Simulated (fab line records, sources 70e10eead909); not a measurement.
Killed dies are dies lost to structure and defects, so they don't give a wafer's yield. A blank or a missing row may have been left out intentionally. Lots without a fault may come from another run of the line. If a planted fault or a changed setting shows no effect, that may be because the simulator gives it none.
One fault seen from 2 desks	flow nand harc	each desk holds nothing but its own numbers, with what lay behind them at the end

== METROLOGY DESK ==
Means of the sampled wafers that have a number, per lot and without regard to the tool the lot ran on: this is what the gauges read. The brackets show how far a lot's mean lies from the usual mean; more than 4 standard deviations puts the lot out of limits, marked OUT.
Columns: A = thk nm at NHARC_A_ONON_D2_THK_MEAS_11, usual 1001 nm
lot	first seen here	A
L284	day 12 11:19	994
L283	day 12 11:35	1011
L286	day 13 05:42	1002
L287	day 13 17:32	1004
L289	day 14 08:16	992
L290	day 14 23:54	1001
L291	day 15 19:41	1009
L292	day 15 19:51	999
L293	day 17 03:10	1004
L294	day 17 07:18	1000
L295	day 17 07:20	1013
L296	day 17 07:26	1012
L300	day 19 08:54	966
L302	day 19 19:53	998
Result from this desk: across the 14 lots, nothing is out of limits.

== FOR THE TOOL OWNER'S DESK: pecvd onon-04 ==
The tool's own readings at NHARC_A_ONON_D2_DEP_09 (target thk 1000 nm): means of the sampled wafers that have a number, for each lot that ran on this tool. The brackets show how far a lot's mean lies from the usual mean; more than 4 standard deviations puts the lot out of limits, marked OUT.
Columns: A = n2o flow sccm at NHARC_A_ONON_D2_DEP_09, usual 1999 sccm
lot	first seen here	A
L293	day 17 02:50	1996
L296	day 17 06:53	1996
L300	day 19 08:23	2004
L302	day 19 19:23	1989
Result from this desk: across the 4 lots, nothing is out of limits.

== TAKEN TOGETHER ==
From the metrology desk's view, nothing was out of limits.
The tool owner's desk saw nothing out of limits.

== WHAT THE SIMULATOR HAD PUT IN ==
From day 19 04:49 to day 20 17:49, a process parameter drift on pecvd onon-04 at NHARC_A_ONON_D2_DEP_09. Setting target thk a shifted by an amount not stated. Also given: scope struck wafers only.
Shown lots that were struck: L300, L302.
